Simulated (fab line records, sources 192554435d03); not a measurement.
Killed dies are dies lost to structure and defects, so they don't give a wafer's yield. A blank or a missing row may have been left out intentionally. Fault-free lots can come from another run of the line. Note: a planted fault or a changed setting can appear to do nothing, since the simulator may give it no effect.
Which tool was responsible? | flow n5-finfet | 27 wafers from 10 lots sampled at 5 of the route's 1938 steps

WHAT THE GAUGES READ, wafer by wafer
N5_BEOL_M4_RC_MEAS_101. Usual: DIBL_N 36.5 mV/V, standard deviation 1.4; DIBL_P 36.6 mV/V, standard deviation 1.6; IOFF_N 0.160 nA/um, standard deviation 0.024; IOFF_P 0.217 nA/um, standard deviation 0.029; ION_N 674 uA/um, standard deviation 8.7; ION_P 464 uA/um, standard deviation 6.5; SS_N 71.6 mV/dec, standard deviation 0.47; SS_P 73.4 mV/dec, standard deviation 0.57; VT_N 250.0 mV, standard deviation 2.5; VT_P -250 mV, standard deviation 3.1.
lot  | measured     | on        | DIBL_N (mV/V)  | DIBL_P (mV/V)  | IOFF_N (nA/um)    | IOFF_P (nA/um)    | ION_N (uA/um) | ION_P (uA/um) | SS_N (mV/dec)  | SS_P (mV/dec)  | VT_N (mV)         | VT_P (mV)      | flag
L972 | day 8 17:36  | prober-01 | 36.9 34.8 37.4 | 37.8 34.3 37.7 | 0.177 0.138 0.188 | 0.222 0.175 0.220 | 669 678 690   | 460 463 466   | 71.7 70.9 71.8 | 73.2 73.1 74.0 | 248.6 253.1 247.8 | -249 -252 -250 |
L974 | day 9 03:20  | prober-01 | 37.1 37.3      | 37.2 37.8      | 0.180 0.193       | 0.253 0.267       | 687 688       | 474 481       | 71.6 71.8      | 73.5 72.7      | 247.7 245.2       | -247 -244      |
L975 | day 9 18:49  | prober-02 | 38.8 35.9      | 39.8 36.3      | 0.211 0.160       | 0.253 0.196       | 694 677       | 465 457       | 72.7 71.2      | 74.1 73.5      | 248.9 250.0       | -249 -253      |
L976 | day 9 20:58  | prober-01 | 36.2 36.4      | 36.6 37.0      | 0.161 0.168       | 0.244 0.238       | 670 679       | 472 470       | 71.7 71.6      | 74.0 73.5      | 248.0 248.6       | -245 -246      |
L983 | day 11 17:27 | prober-01 | 36.7 36.7 37.4 | 37.3 37.1 37.0 | 0.152 0.151 0.160 | 0.193 0.202 0.198 | 677 673 665   | 458 455 454   | 72.3 71.3 71.6 | 73.5 74.2 73.4 | 249.6 251.6 251.6 | -254 -253 -254 |
L986 | day 11 23:09 | prober-02 | 35.3 36.2 36.7 | 34.9 35.7 36.2 | 0.123 0.135 0.145 | 0.158 0.168 0.174 | 667 672 664   | 452 452 448   | 71.6 71.6 71.8 | 73.2 72.9 72.7 | 255.3 253.1 252.7 | -256 -256 -255 |
L987 | day 12 06:28 | prober-02 | 35.3 36.1 35.7 | 34.2 35.6 35.5 | 0.112 0.127 0.127 | 0.167 0.185 0.185 | 653 663 666   | 454 462 462   | 71.0 71.2 71.4 | 72.3 73.1 73.3 | 253.4 254.9 253.7 | -255 -252 -252 |
L988 | day 12 14:25 | prober-01 | 36.7 36.8 35.0 | 38.8 39.0 36.9 | 0.167 0.173 0.146 | 0.226 0.231 0.194 | 666 669 672   | 463 459 460   | 72.0 71.6 71.7 | 74.2 73.8 73.3 | 249.4 250.7 250.6 | -253 -250 -252 |
L989 | day 13 00:58 | prober-02 | 36.2 35.5 36.5 | 36.9 36.7 37.8 | 0.150 0.149 0.161 | 0.209 0.202 0.225 | 667 673 674   | 461 465 464   | 72.2 71.7 72.0 | 73.3 73.1 73.4 | 252.9 250.4 252.8 | -251 -252 -250 |
L992 | day 13 13:08 | prober-01 | 35.8 34.8 37.9 | 38.6 37.1 40.1 | 0.164 0.143 0.199 | 0.217 0.193 0.236 | 677 677 686   | 454 461 458   | 71.6 70.9 73.0 | 73.5 73.4 74.4 | 248.1 252.1 248.2 | -249 -250 -249 |

WHAT TOOL EACH LOT RAN ON (gives the tool, then ch and the chambers of the sampled wafers, and finally the start)
lot  | N5_FIN_SAQP_HM_DEP_72          | N5_FIN_SAQP_RECESS_75             | N5_FIN_SAQP_ETCH_57               | N5_FIN_SAQP_RECESS_71
L972 | pecvd-04 ch 0,1,2, day 2 08:47 | vapor-etch-02 ch 0,1, day 2 10:43 | rie-diel-02 ch 0,1,3, day 2 12:22 | vapor-etch-02 ch 0,1, day 2 13:33
L974 | pecvd-02 ch 1,2, day 2 21:43   | vapor-etch-01 ch 0,1, day 2 22:58 | rie-diel-02 ch 0,1, day 3 00:19   | vapor-etch-02 ch 0,1, day 3 01:08
L975 | pecvd-04 ch 1,2, day 3 03:00   | vapor-etch-02 ch 0, day 3 04:15   | rie-diel-02 ch 1,2, day 3 05:36   | vapor-etch-02 ch 1, day 3 06:49
L976 | pecvd-02 ch 1,2, day 3 08:44   | vapor-etch-02 ch 1, day 3 11:02   | rie-diel-02 ch 0,3, day 3 12:44   | vapor-etch-01 ch 0,1, day 3 13:37
L983 | pecvd-02 ch 0,1,2, day 5 04:19 | vapor-etch-01 ch 0,1, day 5 05:28 | rie-diel-01 ch 0,1,2, day 5 06:55 | vapor-etch-01 ch 0, day 5 07:44
L986 | pecvd-02 ch 0,1,2, day 5 21:19 | vapor-etch-02 ch 0,1, day 5 22:57 | rie-diel-02 ch 1,2,3, day 6 00:18 | vapor-etch-01 ch 0,1, day 6 01:14
L987 | pecvd-02 ch 1,2, day 6 04:02   | vapor-etch-01 ch 0,1, day 6 05:25 | rie-diel-06 ch 0,2,3, day 6 07:07 | vapor-etch-01 ch 0,1, day 6 07:59
L988 | pecvd-03 ch 0,1,2, day 6 09:26 | vapor-etch-01 ch 0,1, day 6 10:58 | rie-diel-02 ch 0,1, day 6 13:00   | vapor-etch-02 ch 0,1, day 6 13:52
L989 | pecvd-02 ch 0,1, day 6 16:03   | vapor-etch-02 ch 0,1, day 6 17:11 | rie-diel-06 ch 0,3, day 6 19:19   | vapor-etch-01 ch 0,1, day 6 20:09
L992 | pecvd-02 ch 0,1, day 7 09:06   | vapor-etch-02 ch 0,1, day 7 10:56 | rie-diel-02 ch 0,1,3, day 7 12:29 | vapor-etch-02 ch 0,1, day 7 13:19
- N5_FIN_SAQP_HM_DEP_72: deposits SiO2 from SiH4/N2O, target thk 12 nm, time 7.2 s.
- N5_FIN_SAQP_RECESS_75: chemistry HF/NH3, target SiO2, target depth 14.4 nm, afs cycles 3, sublimation time 60 s.
- N5_FIN_SAQP_ETCH_57: etches SiNx in CH3F/O2, target depth 32.5 nm, time 46.4 s.
- N5_FIN_SAQP_RECESS_71: chemistry HF/NH3, target SiO2, target depth 3 nm, afs cycles 1, sublimation time 60 s.

AS READ BY THE TOOLS THEMSELVES (means over the sampled wafers that have a number; for cases with no such wafer, the mark the record gives instead)
N5_FIN_SAQP_HM_DEP_72. Usual: heater-power-w 773 W, standard deviation 91; showerhead-plenum-p-Torr 8.10 Torr, standard deviation 0.14; showerhead-vpp-V 1034 V, standard deviation 43.
lot  | tool     | heater-power-w (W) | showerhead-plenum-p-Torr (Torr) | showerhead-vpp-V (V) | flag
L972 | pecvd-04 | 812                | 8.05                            | 1003                 |
L974 | pecvd-02 | 724                | 8.16                            | 1036                 |
L975 | pecvd-04 | 873                | 8.07                            | 1004                 |
L976 | pecvd-02 | 676                | 8.16                            | 1046                 |
L983 | pecvd-02 | 687                | 8.09                            | 1058                 |
L986 | pecvd-02 | 725                | 8.08                            | 1056                 |
L987 | pecvd-02 | 726                | 8.22                            | 1047                 |
L988 | pecvd-03 | 776                | 8.15                            | 1035                 |
L989 | pecvd-02 | 760                | 8.07                            | 1071                 |
L992 | pecvd-02 | 798                | 8.08                            | 1072                 |

N5_FIN_SAQP_RECESS_75. Usual: drypump-motor-current-A reads 5.9 A (standard deviation 0.4).
lot  | tool          | drypump-motor-current-A (A) | flag
L972 | vapor-etch-02 | 6.2                         |
L974 | vapor-etch-01 | 5.7                         |
L975 | vapor-etch-02 | 6.0                         |
L976 | vapor-etch-02 | 6.3                         |
L983 | vapor-etch-01 | 5.8                         |
L986 | vapor-etch-02 | 6.2                         |
L987 | vapor-etch-01 | 5.8                         |
L988 | vapor-etch-01 | 5.6                         |
L989 | vapor-etch-02 | 6.1                         |
L992 | vapor-etch-02 | 6.1                         |

N5_FIN_SAQP_ETCH_57. Usual: drypump-motor-current-A 5.7 A, standard deviation 0.48; etch-rf-on-time-s 46.2 s, standard deviation 0.77; oes_ar_750_au 0.78 a.u., standard deviation 0.07; oes_f_703_au 0.78 a.u., standard deviation 0.069; oes_o_777_au 0.78 a.u., standard deviation 0.07; oes-product-au 0.66 a.u., standard deviation 0.064; rf-vpp-V 296.3 V, standard deviation 2.5; showerhead-plenum-p-Torr 2.02 Torr, standard deviation 0.074; throttle-valve-pct 16.39 %, standard deviation 0.21.
lot  | tool        | drypump-motor-current-A (A) | etch-rf-on-time-s (s) | oes_ar_750_au (a.u.) | oes_f_703_au (a.u.) | oes_o_777_au (a.u.) | oes-product-au (a.u.) | rf-vpp-V (V) | showerhead-plenum-p-Torr (Torr) | throttle-valve-pct (%) | flag
L972 | rie-diel-02 | 6.0                         | 45.8                  | 0.76                 | 0.76                | 0.76                | 0.65                  | 295.5        | 1.97                            | 16.27                  |
L974 | rie-diel-02 | 6.0                         | 56.6                  | 0.73                 | 0.73                | 0.73                | 0.56                  | 293.5        | 1.98                            | 16.34                  | OFF
L975 | rie-diel-02 | 6.3                         | 56.5                  | 0.79                 | 0.80                | 0.80                | 0.61                  | 296.8        | 2.09                            | 16.23                  | OFF
L976 | rie-diel-02 | 5.7                         | 57.9                  | 0.75                 | 0.76                | 0.75                | 0.59                  | 296.1        | 1.92                            | 16.23                  | OFF
L983 | rie-diel-01 | 5.4                         | 46.6                  | 0.80                 | 0.80                | 0.79                | 0.68                  | 295.6        | 2.04                            | 16.42                  |
L986 | rie-diel-02 | 6.2                         | 45.7                  | 0.77                 | 0.78                | 0.77                | 0.65                  | 297.6        | 2.04                            | 16.24                  |
L987 | rie-diel-06 | 5.8                         | 45.8                  | 0.83                 | 0.83                | 0.83                | 0.72                  | 297.3        | 2.02                            | 16.41                  |
L988 | rie-diel-02 | 5.8                         | 46.9                  | 0.71                 | 0.71                | 0.71                | 0.60                  | 294.2        | 1.95                            | 16.38                  |
L989 | rie-diel-06 | 6.0                         | 46.2                  | 0.88                 | 0.88                | 0.88                | 0.76                  | 297.3        | 1.98                            | 16.22                  |
L992 | rie-diel-02 | 5.9                         | 45.9                  | 0.72                 | 0.73                | 0.72                | 0.62                  | 295.6        | 1.96                            | 16.34                  |

N5_FIN_SAQP_RECESS_71. Usual: drypump-motor-current-A reads 5.9 A (standard deviation 0.42).
lot  | tool          | drypump-motor-current-A (A) | flag
L972 | vapor-etch-02 | 6.2                         |
L974 | vapor-etch-02 | 6.2                         |
L975 | vapor-etch-02 | 6.3                         |
L976 | vapor-etch-01 | 5.7                         |
L983 | vapor-etch-01 | 5.3                         |
L986 | vapor-etch-01 | 5.8                         |
L987 | vapor-etch-01 | 5.8                         |
L988 | vapor-etch-02 | 6.2                         |
L989 | vapor-etch-01 | 5.8                         |
L992 | vapor-etch-02 | 6.2                         |

THE ANSWER, worked out from the rows above alone
Rule: a lot counts as off when the mean over its wafers that have a number is more than 3 standard deviations away from the usual mean. A lot without any number at a reading at which 4 lots or more have one is off too. Where the step has rows for the other lots, those lots are counted as sound. The gauges are gone through in route order, then the tools' own readings, and for those a lot's mean is taken as printed above. At the first step where some lot is off, the reading lying furthest off is the one used; lots without a number count as furthest.
Off, at N5_FIN_SAQP_ETCH_57 on etch-rf-on-time-s: L974, L975, L976.
If a tool, at that step or one of the process steps before it, ran each lot that is off and ran no sound lot following the first of them, it fits. Of those tried, none fits.

WHAT HAD BEEN PUT IN BY THE SIMULATOR
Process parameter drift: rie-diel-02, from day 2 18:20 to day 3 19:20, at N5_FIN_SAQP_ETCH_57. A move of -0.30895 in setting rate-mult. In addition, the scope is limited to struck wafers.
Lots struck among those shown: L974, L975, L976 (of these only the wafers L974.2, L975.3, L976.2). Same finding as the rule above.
